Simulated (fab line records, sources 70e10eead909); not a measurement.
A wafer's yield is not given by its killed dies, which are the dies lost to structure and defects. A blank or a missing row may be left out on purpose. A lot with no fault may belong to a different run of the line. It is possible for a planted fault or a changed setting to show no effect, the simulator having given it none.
Which tool was responsible? -- flow nand_harc -- Sampling: 15 lots, 45 wafers, 4 of 1159 route steps

WHAT THE GAUGES READ, wafer by wafer
The record lacks any reading of a measuring or inspecting step that a usual standard deviation could be used to judge.

TOOL THAT RAN EACH LOT (tool first, then ch and the chambers of the sampled wafers, then the start)
lot,NHARC_P_GATE_STRIP_101,NHARC_P_GATE_RTA_82,NHARC_P_CONTACT_DEP_30,NHARC_P_CONTACT_DESCUM_17
L849,"rie_diel-12 ch 1,2, day 5 10:59","rtp_anneal-02 ch 0, day 5 18:28","pecvd-02 ch 0,1, day 5 18:42","rie_diel-08 ch 0,1,3, day 5 20:20"
L848,"rie_diel-12 ch 0,1,3, day 5 11:58","rtp_anneal-01 ch 0, day 5 19:20","pecvd-02 ch 0,2, day 5 19:38","rie_diel-08 ch 0,2,3, day 5 21:13"
L847,"rie_diel-12 ch 0,1,2, day 5 13:04","rtp_anneal-01 ch 0, day 5 20:11","pecvd-01 ch 0,1, day 5 20:29","rie_diel-08 ch 0,2,3, day 5 22:11"
L851,"rie_diel-03 ch 0,2, day 5 23:31","rtp_anneal-02 ch 0, day 6 06:59","pecvd-02 ch 0,1,2, day 6 07:12","rie_diel-11 ch 1,2, day 6 08:56"
L852,"rie_diel-02 ch 1,2, day 6 06:49","rtp_anneal-02 ch 0, day 6 14:18","pecvd-01 ch 1,2, day 6 14:33","rie_diel-04 ch 0,1,3, day 6 16:07"
L853,"rie_diel-12 ch 2,3, day 6 18:09","rtp_anneal-01 ch 0, day 7 01:34","pecvd-02 ch 0,1, day 7 01:52","rie_diel-08 ch 2,3, day 7 03:31"
L854,"rie_diel-02 ch 0,1,2, day 6 23:10","rtp_anneal-02 ch 0, day 7 06:05","pecvd-02 ch 0,1, day 7 06:20","rie_diel-08 ch 0,1,3, day 7 08:04"
L856,"rie_diel-12 ch 0,3, day 7 09:19","rtp_anneal-02 ch 0, day 7 16:55","pecvd-01 ch 0,1, day 7 17:11","rie_diel-04 ch 1,2,3, day 7 18:53"
L855,"rie_diel-12 ch 0,1,3, day 7 09:26","rtp_anneal-01 ch 0, day 7 17:11","pecvd-04 ch 1,2, day 7 17:38","rie_diel-08 ch 2,3, day 7 19:20"
L857,"rie_diel-02 ch 1,2,3, day 7 21:58","rtp_anneal-02 ch 0, day 8 05:18","pecvd-01 ch 0,1,2, day 8 05:34","rie_diel-08 ch 0,1,3, day 8 07:19"
L859,"rie_diel-12 ch 0,1,2, day 8 10:05","rtp_anneal-02 ch 0, day 8 17:20","pecvd-04 ch 0,1,2, day 8 17:38","rie_diel-08 ch 0,1,2, day 8 19:40"
L860,"rie_diel-12 ch 0,1,3, day 8 10:07","rtp_anneal-01 ch 0, day 8 18:11","pecvd-02 ch 1,2, day 8 18:28","rie_diel-04 ch 0,1, day 8 20:11"
L858,"rie_diel-12 ch 2,3, day 8 12:05","rtp_anneal-02 ch 0, day 8 20:56","pecvd-04 ch 0,2, day 8 21:11","rie_diel-08 ch 0,1,3, day 8 22:54"
L862,"rie_diel-03 ch 0,2,3, day 9 05:36","rtp_anneal-02 ch 0, day 9 13:08","pecvd-01 ch 0,2, day 9 13:37","rie_diel-04 ch 2,3, day 9 16:10"
L866,"rie_diel-12 ch 0,3, day 9 20:01","rtp_anneal-01 ch 0, day 10 03:44","pecvd-02 ch 0,1, day 10 04:00","rie_diel-08 ch 0,1, day 10 06:05"
- NHARC_P_GATE_STRIP_101: strips in O2, time 20 s.
- NHARC_P_GATE_RTA_82: time 30 s.
- NHARC_P_CONTACT_DEP_30: deposits SiNx, target thk 30 nm.
- NHARC_P_CONTACT_DESCUM_17: chemistry O2, time 3 s.

AS READ BY THE TOOLS THEMSELVES (means over the sampled wafers that have a number; for cases with no such wafer, the mark the record gives instead)
NHARC_P_GATE_STRIP_101. Usual: chamber_pressure_mTorr 60.00 mTorr, standard deviation 0.057; drypump_motor_current_A 5.8 A, standard deviation 0.41; oes_product_au 0.998 a.u., standard deviation 0.015; rf_vpp_V 57.7 V, standard deviation 0.89; showerhead_plenum_p_Torr 3.53 Torr, standard deviation 0.17; throttle_valve_pct 17.036 %, standard deviation 0.0097.
lot,tool,chamber_pressure_mTorr (mTorr),drypump_motor_current_A (A),oes_product_au (a.u.),rf_vpp_V (V),showerhead_plenum_p_Torr (Torr),throttle_valve_pct (%),flag
L849,rie_diel-12,59.97,5.8,1.002,58.0,3.66,17.037,
L848,rie_diel-12,60.00,5.8,1.013,57.4,3.46,17.043,
L847,rie_diel-12,60.00,5.8,0.995,57.1,3.50,17.039,
L851,rie_diel-03,60.01,5.7,1.006,57.8,3.62,17.032,
L852,rie_diel-02,60.01,5.7,0.991,57.6,3.32,17.041,
L853,rie_diel-12,60.06,6.0,1.014,58.1,3.74,17.035,
L854,rie_diel-02,60.01,5.8,0.990,57.3,3.44,17.035,
L856,rie_diel-12,60.00,6.1,1.004,57.7,3.43,17.038,
L855,rie_diel-12,59.96,5.8,1.008,57.7,3.46,17.036,
L857,rie_diel-02,59.95,6.2,0.989,57.5,3.45,17.032,
L859,rie_diel-12,60.01,5.8,0.995,58.3,3.50,17.038,
L860,rie_diel-12,60.04,5.8,1.003,58.1,3.46,17.033,
L858,rie_diel-12,60.02,6.0,1.003,58.1,3.70,17.023,
L862,rie_diel-03,59.89,5.6,0.998,58.2,3.54,17.044,
L866,rie_diel-12,60.01,6.1,1.008,57.4,3.42,17.031,

NHARC_P_GATE_RTA_82. Usual: lamp_power_pct 3.7 %, standard deviation 0.59; wafer_temp_C_max 451.9, standard deviation 0.52.
lot,tool,lamp_power_pct (%),wafer_temp_C_max,flag
L849,rtp_anneal-02,3.2,451.9,
L848,rtp_anneal-01,4.4,451.6,
L847,rtp_anneal-01,4.4,451.7,
L851,rtp_anneal-02,3.2,451.4,
L852,rtp_anneal-02,3.2,451.8,
L853,rtp_anneal-01,4.4,452.2,
L854,rtp_anneal-02,3.2,451.8,
L856,rtp_anneal-02,3.2,451.4,
L855,rtp_anneal-01,4.4,452.1,
L857,rtp_anneal-02,3.2,451.6,
L859,rtp_anneal-02,3.2,451.9,
L860,rtp_anneal-01,4.4,452.1,
L858,rtp_anneal-02,3.2,451.6,
L862,rtp_anneal-02,3.2,451.1,
L866,rtp_anneal-01,4.4,452.8,

NHARC_P_CONTACT_DEP_30. Usual: heater_power_outer_w 431 W, standard deviation 87; heater_power_w 715 W, standard deviation 120.
lot,tool,heater_power_outer_w (W),heater_power_w (W),flag
L849,pecvd-02,510,779,
L848,pecvd-02,526,815,
L847,pecvd-01,419,702,
L851,pecvd-02,442,712,
L852,pecvd-01,334,564,
L853,pecvd-02,483,767,
L854,pecvd-02,463,738,
L856,pecvd-01,363,623,
L855,pecvd-04,488,774,
L857,pecvd-01,395,682,
L859,pecvd-04,456,774,
L860,pecvd-02,436,711,
L858,pecvd-04,400,716,
L862,pecvd-01,418,735,
L866,pecvd-02,427,694,

NHARC_P_CONTACT_DESCUM_17. Usual: chamber_pressure_mTorr 60.01 mTorr, standard deviation 0.058; drypump_motor_current_A 5.75 A, standard deviation 0.26; oes_product_au 0.997 a.u., standard deviation 0.012; rf_vpp_V 57.7 V, standard deviation 0.87; showerhead_plenum_p_Torr 1.89 Torr, standard deviation 0.064; throttle_valve_pct 11.310 %, standard deviation 0.0091.
lot,tool,chamber_pressure_mTorr (mTorr),drypump_motor_current_A (A),oes_product_au (a.u.),rf_vpp_V (V),showerhead_plenum_p_Torr (Torr),throttle_valve_pct (%),flag
L849,rie_diel-08,60.02,5.64,1.000,57.4,1.91,11.305,
L848,rie_diel-08,60.00,5.87,0.999,57.6,1.87,11.308,
L847,rie_diel-08,59.96,5.87,0.990,57.2,1.87,11.307,
L851,rie_diel-11,60.01,6.15,0.994,58.2,1.90,11.314,
L852,rie_diel-04,59.95,5.74,0.994,58.3,1.87,11.306,
L853,rie_diel-08,59.99,5.88,1.006,57.5,1.83,11.314,
L854,rie_diel-08,60.02,5.64,0.995,58.6,1.90,11.306,
L856,rie_diel-04,60.02,5.69,0.989,57.6,1.87,11.305,
L855,rie_diel-08,60.04,5.89,1.002,57.2,1.83,11.301,
L857,rie_diel-08,59.98,5.63,0.990,58.2,1.90,11.308,
L859,rie_diel-08,60.07,5.80,0.998,57.6,1.88,11.309,
L860,rie_diel-04,59.99,5.72,0.998,56.7,1.87,11.314,
L858,rie_diel-08,60.00,5.63,1.002,57.5,1.90,11.313,
L862,rie_diel-04,60.02,5.62,0.986,57.9,1.93,11.311,
L866,rie_diel-08,59.97,5.57,0.991,58.0,1.91,11.316,

THE ANSWER, worked out from the rows above alone
Rule: a lot is off if the mean of its wafers that have a number lies more than 3 standard deviations from the usual mean. A lot without any number at a reading at which 4 lots or more have one is off too. All remaining lots with rows at the step are treated as sound. First the gauges in route order, then the tools' own readings, where a lot's mean is used as printed above. At the first step where some lot is off, the reading lying furthest off is the one used; lots without a number count as furthest.
No lot is off at any reading shown: from this, nothing can be told.

WHAT THE SIMULATOR HAD PUT IN
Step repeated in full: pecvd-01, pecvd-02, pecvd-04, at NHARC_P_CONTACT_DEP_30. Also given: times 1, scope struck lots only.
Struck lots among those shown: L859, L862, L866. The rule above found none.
